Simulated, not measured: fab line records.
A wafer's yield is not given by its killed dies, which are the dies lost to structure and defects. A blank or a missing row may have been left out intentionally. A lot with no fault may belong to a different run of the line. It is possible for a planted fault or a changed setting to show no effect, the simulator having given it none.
The tool behind it: which one? / flow nandHarc / 13 lots with 39 wafers sampled at 5 steps, on a route of 1302 steps

== WHAT THE GAUGES SHOWED, per wafer ==
NHARC_P_STI_INSPECT_11. Usual: 5.9 for rawDefectCount, sd 2.8.
lot=L815; measured=day 2 23:22; on=defectInspect-02; rawDefectCount=7 6 5; flag=
lot=L818; measured=day 4 01:02; on=defectInspect-02; rawDefectCount=4 4 2; flag=
lot=L819; measured=day 4 10:51; on=defectInspect-02; rawDefectCount=11 10 6; flag=
lot=L820; measured=day 5 02:34; on=defectInspect-02; rawDefectCount=1 5 7; flag=
lot=L826; measured=day 7 09:03; on=defectInspect-01; rawDefectCount=2 1 6; flag=
lot=L831; measured=day 9 10:59; on=defectInspect-01; rawDefectCount=4 4 4; flag=
lot=L832; measured=day 9 20:41; on=defectInspect-02; rawDefectCount=4 5 8; flag=
lot=L833; measured=day 10 06:37; on=defectInspect-01; rawDefectCount=3 10 12; flag=
lot=L834; measured=day 10 17:08; on=defectInspect-01; rawDefectCount=11 10 4; flag=
lot=L837; measured=day 12 00:28; on=defectInspect-01; rawDefectCount=3 4 4; flag=
lot=L838; measured=day 12 10:21; on=defectInspect-02; rawDefectCount=4 6 8; flag=

NHARC_P_STI_OCD_MEAS_17. Usual: trenchDepthNm 300 nm, standard deviation 3.6; trenchFootCdNm 159.3 nm, standard deviation 2.2.
lot=L815; measured=day 3 00:03; on=ocd-02; trenchDepthNm (nm)=295 298 293; trenchFootCdNm (nm)=162.5 158.2 163.0; flag=
lot=L818; measured=day 4 01:41; on=ocd-01; trenchDepthNm (nm)=301 302 299; trenchFootCdNm (nm)=156.9 159.7 159.8; flag=
lot=L819; measured=day 4 11:31; on=ocd-01; trenchDepthNm (nm)=298 298 297; trenchFootCdNm (nm)=156.2 154.4 157.1; flag=
lot=L820; measured=day 5 03:13; on=ocd-01; trenchDepthNm (nm)=300 298 299; trenchFootCdNm (nm)=161.5 162.4 158.9; flag=
lot=L826; measured=day 7 09:44; on=ocd-01; trenchDepthNm (nm)=301 304 305; trenchFootCdNm (nm)=161.5 159.6 161.2; flag=
lot=L831; measured=day 9 11:40; on=ocd-02; trenchDepthNm (nm)=296 301 295; trenchFootCdNm (nm)=159.1 161.1 160.3; flag=
lot=L832; measured=day 9 21:20; on=ocd-01; trenchDepthNm (nm)=302 300 304; trenchFootCdNm (nm)=162.0 163.0 162.1; flag=
lot=L833; measured=day 10 07:17; on=ocd-01; trenchDepthNm (nm)=305 296 300; trenchFootCdNm (nm)=157.5 157.7 160.2; flag=
lot=L834; measured=day 10 17:50; on=ocd-01; trenchDepthNm (nm)=299 299 299; trenchFootCdNm (nm)=161.8 160.2 159.4; flag=
lot=L837; measured=day 12 01:08; on=ocd-02; trenchDepthNm (nm)=297 300 294; trenchFootCdNm (nm)=159.4 158.1 157.9; flag=
lot=L838; measured=day 12 11:01; on=ocd-01; trenchDepthNm (nm)=296 294 299; trenchFootCdNm (nm)=160.0 159.3 158.5; flag=

NHARC_END_SORT_01. Usual: killedAtArray 46, standard deviation 16; killedAtOther 0.9, standard deviation 1.3; killedAtPeriphery 4.1, standard deviation 3; killedDies 51, standard deviation 17; killedOpen 3.5, standard deviation 1.8; killedShort 2.5, standard deviation 1.8.
lot=L823; measured=day 28 11:32; on=prober-02; killedAtArray=41 38 42; killedAtOther=2 0 2; killedAtPeriphery=634 639 633; killedDies=677 677 677; killedOpen=4 3 2; killedShort=1 3 1; flag=OFF
lot=L824; measured=day 28 10:43; on=prober-01; killedAtArray=61 75 56; killedAtOther=0 1 0; killedAtPeriphery=616 601 621; killedDies=677 677 677; killedOpen=7 0 5; killedShort=2 6 2; flag=OFF

== WHICH TOOL RAN EACH LOT (tool, then ch and the chambers of the sampled wafers, then the start) ==
lot=L815; NHARC_P_ZERO_WELL_STRIP_56=wetBench-09 ch 1,5,7, day 2 02:44; NHARC_P_GATE_DESCUM_13=rieDiel-04 ch 0,1, day 4 14:22
lot=L818; NHARC_P_ZERO_WELL_STRIP_56=wetBench-05 ch 4,6,7, day 3 08:38; NHARC_P_GATE_DESCUM_13=rieDiel-04 ch 0,2, day 5 13:17
lot=L819; NHARC_P_ZERO_WELL_STRIP_56=wetBench-09 ch 5,6,7, day 3 18:34; NHARC_P_GATE_DESCUM_13=rieDiel-12 ch 0,2,3, day 6 01:14
lot=L820; NHARC_P_ZERO_WELL_STRIP_56=wetBench-07 ch 4,6,7, day 4 06:22; NHARC_P_GATE_DESCUM_13=rieDiel-04 ch 0,1,2, day 6 20:16
lot=L823; NHARC_P_ZERO_WELL_STRIP_56=wetBench-09 ch 1,6,7, day 5 10:22; NHARC_P_GATE_DESCUM_13=-
lot=L824; NHARC_P_ZERO_WELL_STRIP_56=wetBench-09 ch 3,5,6, day 5 20:29; NHARC_P_GATE_DESCUM_13=-
lot=L826; NHARC_P_ZERO_WELL_STRIP_56=wetBench-05 ch 0,2,7, day 6 16:37; NHARC_P_GATE_DESCUM_13=rieDiel-12 ch 0,2,3, day 8 21:42
lot=L831; NHARC_P_ZERO_WELL_STRIP_56=wetBench-07 ch 1,6,7, day 8 18:28; NHARC_P_GATE_DESCUM_13=rieDiel-11 ch 0,1,3, day 11 04:14
lot=L832; NHARC_P_ZERO_WELL_STRIP_56=wetBench-05 ch 1,2,3, day 9 04:34; NHARC_P_GATE_DESCUM_13=rieDiel-11 ch 1,2,3, day 11 10:22
lot=L833; NHARC_P_ZERO_WELL_STRIP_56=wetBench-09 ch 1,2,4, day 9 14:25; NHARC_P_GATE_DESCUM_13=rieDiel-12 ch 1,2,3, day 11 19:03
lot=L834; NHARC_P_ZERO_WELL_STRIP_56=wetBench-05 ch 0,5,6, day 10 00:22; NHARC_P_GATE_DESCUM_13=rieDiel-04 ch 0,2, day 12 04:48
lot=L837; NHARC_P_ZERO_WELL_STRIP_56=wetBench-09 ch 3,4,5, day 11 06:23; NHARC_P_GATE_DESCUM_13=rieDiel-12 ch 0,2,3, day 13 12:40
lot=L838; NHARC_P_ZERO_WELL_STRIP_56=wetBench-09 ch 0,1,6, day 11 16:22; NHARC_P_GATE_DESCUM_13=rieDiel-12 ch 0,2,3, day 14 02:22
- NHARC_P_ZERO_WELL_STRIP_56: strips in SPM, time 840 s.
- NHARC_P_GATE_DESCUM_13: chemistry O2, time 3 s.

== AS READ BY THE TOOLS THEMSELVES (means over the sampled wafers that have a number; for cases with no such wafer, the mark the record gives instead) ==
NHARC_P_ZERO_WELL_STRIP_56. Usual: bathGuardTempC 129.9 C, standard deviation 0.58; bathHeatDutyPct 14.9 %, standard deviation 1.7.
lot=L815; tool=wetBench-09; bathGuardTempC (C)=130.1; bathHeatDutyPct (%)=13.3; flag=
lot=L818; tool=wetBench-05; bathGuardTempC (C)=129.9; bathHeatDutyPct (%)=16.1; flag=
lot=L819; tool=wetBench-09; bathGuardTempC (C)=130.4; bathHeatDutyPct (%)=13.6; flag=
lot=L820; tool=wetBench-07; bathGuardTempC (C)=129.9; bathHeatDutyPct (%)=15.4; flag=
lot=L823; tool=wetBench-09; bathGuardTempC (C)=-; bathHeatDutyPct (%)=-; flag=OFF
lot=L824; tool=wetBench-09; bathGuardTempC (C)=-; bathHeatDutyPct (%)=-; flag=OFF
lot=L826; tool=wetBench-05; bathGuardTempC (C)=130.1; bathHeatDutyPct (%)=16.4; flag=
lot=L831; tool=wetBench-07; bathGuardTempC (C)=129.9; bathHeatDutyPct (%)=16.3; flag=
lot=L832; tool=wetBench-05; bathGuardTempC (C)=129.9; bathHeatDutyPct (%)=15.2; flag=
lot=L833; tool=wetBench-09; bathGuardTempC (C)=129.7; bathHeatDutyPct (%)=15.0; flag=
lot=L834; tool=wetBench-05; bathGuardTempC (C)=130.0; bathHeatDutyPct (%)=15.2; flag=
lot=L837; tool=wetBench-09; bathGuardTempC (C)=130.4; bathHeatDutyPct (%)=14.3; flag=
lot=L838; tool=wetBench-09; bathGuardTempC (C)=130.3; bathHeatDutyPct (%)=14.1; flag=

NHARC_P_GATE_DESCUM_13. Usual: drypumpMotorCurrentA 5.5 A, standard deviation 0.46; oesProductAu 0.999 a.u., standard deviation 0.01; rfVppV 57.7 V, standard deviation 0.95; showerheadPlenumPTorr 1.91 Torr, standard deviation 0.095; throttleValvePct 11.310 %, standard deviation 0.009.
lot=L815; tool=rieDiel-04; drypumpMotorCurrentA (A)=5.4; oesProductAu (a.u.)=1.015; rfVppV (V)=58.6; showerheadPlenumPTorr (Torr)=1.85; throttleValvePct (%)=11.315; flag=
lot=L818; tool=rieDiel-04; drypumpMotorCurrentA (A)=5.4; oesProductAu (a.u.)=1.014; rfVppV (V)=57.2; showerheadPlenumPTorr (Torr)=1.90; throttleValvePct (%)=11.314; flag=
lot=L819; tool=rieDiel-12; drypumpMotorCurrentA (A)=5.5; oesProductAu (a.u.)=0.995; rfVppV (V)=57.4; showerheadPlenumPTorr (Torr)=1.97; throttleValvePct (%)=11.314; flag=
lot=L820; tool=rieDiel-04; drypumpMotorCurrentA (A)=5.5; oesProductAu (a.u.)=1.010; rfVppV (V)=57.8; showerheadPlenumPTorr (Torr)=1.85; throttleValvePct (%)=11.308; flag=
lot=L826; tool=rieDiel-12; drypumpMotorCurrentA (A)=5.5; oesProductAu (a.u.)=0.992; rfVppV (V)=57.5; showerheadPlenumPTorr (Torr)=1.97; throttleValvePct (%)=11.301; flag=
lot=L831; tool=rieDiel-11; drypumpMotorCurrentA (A)=5.3; oesProductAu (a.u.)=0.998; rfVppV (V)=57.7; showerheadPlenumPTorr (Torr)=1.88; throttleValvePct (%)=11.301; flag=
lot=L832; tool=rieDiel-11; drypumpMotorCurrentA (A)=5.7; oesProductAu (a.u.)=0.989; rfVppV (V)=56.9; showerheadPlenumPTorr (Torr)=1.88; throttleValvePct (%)=11.321; flag=
lot=L833; tool=rieDiel-12; drypumpMotorCurrentA (A)=5.7; oesProductAu (a.u.)=0.992; rfVppV (V)=57.7; showerheadPlenumPTorr (Torr)=1.90; throttleValvePct (%)=11.312; flag=
lot=L834; tool=rieDiel-04; drypumpMotorCurrentA (A)=5.4; oesProductAu (a.u.)=1.000; rfVppV (V)=57.2; showerheadPlenumPTorr (Torr)=1.90; throttleValvePct (%)=11.302; flag=
lot=L837; tool=rieDiel-12; drypumpMotorCurrentA (A)=5.5; oesProductAu (a.u.)=0.997; rfVppV (V)=57.3; showerheadPlenumPTorr (Torr)=1.97; throttleValvePct (%)=11.322; flag=
lot=L838; tool=rieDiel-12; drypumpMotorCurrentA (A)=5.5; oesProductAu (a.u.)=0.994; rfVppV (V)=58.5; showerheadPlenumPTorr (Torr)=1.97; throttleValvePct (%)=11.302; flag=

== THE ANSWER, worked out from the rows above alone ==
Rule: a lot counts as off when the mean over its wafers that have a number is more than 3 standard deviations away from the usual mean. A lot without any number at a reading at which 4 lots or more have one is off too. The other lots that the step has rows for count as sound. The gauges are gone through in route order, then the tools' own readings, and for those a lot's mean is taken as printed above. At the first step where some lot is off, the reading lying furthest off is the one used; lots without a number count as furthest.
Off: L823, L824 (NHARC_END_SORT_01, killedAtPeriphery). Neither off nor sound, because the step has no rows for them: L815, L818, L819, L820, L826, L831, L832, L833, L834, L837, L838.
A tool fits if, at a process step before that reading, it ran every lot that is off, and no sound lot after the first of them. The gauges at NHARC_END_SORT_01 aren't tried: what is off there is off at NHARC_P_ZERO_WELL_STRIP_56 too, on other tools, and a gauge's error can't cause that. One candidate fits, namely wetBench-09 at NHARC_P_ZERO_WELL_STRIP_56. It ran no sound lot before its first lot that is off in this sample, so the start can't be narrowed down.

== WHAT HAD BEEN PUT IN BY THE SIMULATOR ==
Entire step skipped (wetBench-09, NHARC_P_ZERO_WELL_STRIP_56), from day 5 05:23 onward. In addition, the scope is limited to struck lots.
Lots struck among those shown: L824, L823. This agrees with what the rule above found.
